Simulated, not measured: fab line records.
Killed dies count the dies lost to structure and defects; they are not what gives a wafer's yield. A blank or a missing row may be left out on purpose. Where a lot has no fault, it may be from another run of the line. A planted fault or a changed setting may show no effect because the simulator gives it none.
A struck lot beside a sound one    flow n5_finfet    16 steps out of a route of 1938
Sound: these wafers, L727.2, L727.4, L727.6. The struck wafers were L718.1, L718.2, L718.4. The cause is given at the end.
At each step with rows: each side's tool, then ch and its chambers, then its first start. Under that, the readings that differ: sound wafers    struck wafers    difference of the means    sigmas: that difference in standard deviations of wafers without a fault.
alike: words and numbers the same on both sides, and readings whose means are apart by under 2 such deviations; not compared: readings that were withheld, readings missing a value for some wafer, numbers with overlapping values and no deviation given by the record, and bounds like >300 which may hide the same value.
The two part at a step that has a row with sigmas, a row that says differs or no value, or rows on one side only. Numbers that don't overlap but have no deviation are shown without sigmas and don't part them. A reading that every wafer of one side lacks parts them only if that side has two wafers or more.

first, 10 steps without rows for these wafers: N5_BEOL_M2_DESCUM_33 (chemistry O2, time 7 s); N5_BEOL_M2_ETCH_77 (etches underlayer in N2/H2, target depth 6.5 nm, time 5.2 s); N5_BEOL_M2_ETCH_69 (etches SiARC in CF4, target depth 15.6 nm, time 26 s); N5_BEOL_M2_ALD_98 (deposits SiO2, target thk 2.5 nm, pulse time 1 s, co reactant pulse time 1 s); N5_BEOL_M2_ETCHBACK_99 (etches SiO2 in CHF3, target depth 5 nm, time 10.4 s); N5_BEOL_M2_ETCH_70 (etches SOC in N2/H2, target depth 80 nm, overetch 24 nm, time 130 s); N5_BEOL_M2_STRIP_71 (strips in N2/H2); N5_BEOL_M2_STRIP_78 (strips in N2/H2); N5_BEOL_M2_VIA_ETCH_34 (etches the open film in C4F6/O2, target depth 69.4 nm, time 65.9 s); N5_BEOL_M2_STRIP_83 (strips in C4F6/O2).
N5_BEOL_M2_STRIP_36: strips in N2/H2.
  sound on rie_diel-01 ch 0,2,3, day 12 16:05; struck on rie_diel-02 ch 0,1,2, day 10 05:43
  no value came back on the struck wafers for any of 7 readings (bias_power_w (W), chamber_pressure_mTorr (mTorr) and others); on the sound wafers bias_power_w (W) reads 7.030 7.005 7.020
reading                                   sound  struck        difference  sigmas
model.SOC_of_BEOL_M2_COAT_67.thk_nm (nm)  0 0 0  52.2 51.8 52  +52.0       
model.SiO2_of_BEOL_M2_ALD_98.thk_nm (nm)  0 0 0  2.4 2.4 2.4   +2.4        
  not compared: rf_hours_counter_h
then, 1 step without rows for these wafers: N5_BEOL_M2_TRENCH_ETCH_37 (etches SiOC in C4F6/O2, target depth 55.555 nm, time 29.2 s).
N5_BEOL_M2_ETCH_41: etches SiCN in CH3F/O2, target depth 29.9 nm, time 52.5 s.
  sound on rie_diel-01 ch 0,2,3; struck on rie_diel-02 ch 0,1,2, day 10 05:47
reading                                   sound  struck          difference  sigmas
model.SOC_of_BEOL_M2_COAT_67.thk_nm (nm)  0 0 0  35.6 35.4 35.6  +35.5       
  alike: chamber_pressure_mTorr, drypump_motor_current_A, oes_product_au, rf_vpp_V, showerhead_plenum_p_Torr, throttle_valve_pct
  not compared: rf_hours_counter_h
then, 1 step without rows for these wafers: N5_BEOL_M2_STRIP_97 (strips in N2/H2, time 10 s).
N5_BEOL_M4_RC_MEAS_101:
  the record has rows for the sound wafers here (prober-01 ch 0, day 14 09:36) and none for the struck ones
-- a jump in the record: the struck wafers' starts before and after are 6 days apart (it breaks off in module BEOL_M4 and resumes in module PASSIVATION, where the first step shown is number 1936 of the route) --
N5_PASSIVATION_PROBE_49:
  the record has rows for the struck wafers here (prober-01, day 15 19:27) and none for the sound ones

WHERE THEY PART
At N5_BEOL_M2_STRIP_36 first; at N5_PASSIVATION_PROBE_49 last (within this record only).

WHY: what had been put in by the simulator
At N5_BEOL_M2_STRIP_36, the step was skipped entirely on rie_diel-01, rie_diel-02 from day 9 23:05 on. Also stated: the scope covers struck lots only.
